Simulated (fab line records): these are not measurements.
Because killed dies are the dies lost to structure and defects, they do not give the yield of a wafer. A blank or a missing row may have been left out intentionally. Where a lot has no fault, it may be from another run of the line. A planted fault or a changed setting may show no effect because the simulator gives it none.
A lot that was struck, set against a sound lot + flow nandHarc + 13 out of 1159 route steps
Sound: these wafers, L349.1, L349.3, L349.4. Struck: wafer L355.2 (left out: L355.1, L355.5 of the same lot, which were not struck); the cause appears at the end.
Each step with rows lists, per side, the tool, then ch with its chambers, then its first start. Under that, the readings that differ: sound wafers + struck wafers + difference of the means + sigmas: that difference in standard deviations of wafers without a fault.
alike: words and numbers the same on both sides, and readings whose means are apart by under 2 such deviations; not compared: readings that were withheld, readings missing a value for some wafer, numbers with overlapping values and no deviation given by the record, and bounds like >300 which may hide the same value.
The two part at a step that has a row with sigmas, a row that says differs or no value, or rows on one side only. Numbers that have no deviation but don't overlap get no sigmas and don't part them. A reading missing from all wafers of one side parts the sides only when that side holds two or more wafers.

NHARC_A_SLIT_CD_MEAS_21:
  sound on cdSem-01 at day 15 09:46; struck on cdSem-03 at day 18 04:06
  alike: cdNm
then, 3 steps without rows for these wafers: NHARC_A_SIN_REMOVE_WET_00 (chemistry H3PO4, time 15300 s); NHARC_A_SIN_REMOVE_PRECLEAN_01 (cleans in SC1); NHARC_A_SIN_REMOVE_SRD_02.
NHARC_A_SIN_REMOVE_INSPECT_04:
  sound on defectInspect-02 at day 15 17:32; struck on defectInspect-02 at day 18 10:21
  alike: rawDefectCount
NHARC_A_WL_FILL_ALD_00: deposits Al2O3, target thk 3 nm, pulse time 3 s, ald cycles 30.
  sound on aldHk-01 ch 0,1,2, day 15 17:39; struck on aldHk-01 ch 3, day 18 10:28
  alike: heaterPowerW, precursorPulseHeightRel
NHARC_A_WL_FILL_RTA_01: time 5 s.
  sound on rtpAnneal-02 ch 0, day 15 18:09; struck on rtpAnneal-02 ch 0, day 18 10:44
  alike: annealTempCMax, lampPowerPct, wafer_temp_C_max
NHARC_A_WL_FILL_ALD_02: deposits TiN, target thk 2 nm, pulse time 3 s, ald cycles 100.
  sound on aldMetal-04 ch 1,3, day 15 18:22; struck on aldMetal-03 ch 2, day 18 10:58
  alike: heaterPowerW, precursorPulseHeightRel
then, 1 step without rows for these wafers: NHARC_A_WL_FILL_CVD_03 (deposits W, target thk 40 nm, time 3302 s).
NHARC_A_WL_FILL_ETCHBACK_04: etches the open film in NF3, target depth 60 nm, time 120 s.
  sound on rieMetal-02 ch 0,1, day 16 01:58; struck on rieMetal-02 ch 1, day 18 16:31
  alike: drypumpMotorCurrentA, oesProductAu, runLengthS
  not compared: rfHoursCounterH
NHARC_A_WL_FILL_ETCHBACK_05: etches the open film in Cl2/BCl3, target depth 22 nm, time 60 s.
  sound on rieMetal-02 ch 0,1, day 16 02:11; struck on rieMetal-02 ch 0, day 18 16:46
| reading        | sound          | struck | difference | sigmas |
|----------------|----------------|--------|------------|--------|
| runLengthS (s) | 80.3 81.3 80.6 | 59.7   | -21.0      | -33    |
  alike: drypumpMotorCurrentA, oesProductAu
  not compared: rfHoursCounterH
NHARC_A_WL_FILL_STRIP_27: strips in N2/H2, time 20 s.
  sound on plasmaAsher-01 ch 0,1, day 16 02:35; struck on plasmaAsher-01 ch 1, day 18 16:54
  alike: drypumpMotorCurrentA, heaterPowerW
  not compared: rfHoursCounterH
NHARC_END_SORT_01:
  the record has rows for the sound wafers here (prober-01 ch 0, day 20 18:40) and none for the struck ones

WHERE THEY PART
Earliest at NHARC_A_WL_FILL_ETCHBACK_05; latest, in this record, at NHARC_END_SORT_01.

WHY: the cause the simulator had injected
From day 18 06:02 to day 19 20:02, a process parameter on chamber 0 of rieMetal-02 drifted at NHARC_A_WL_FILL_ETCHBACK_05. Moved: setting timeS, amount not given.
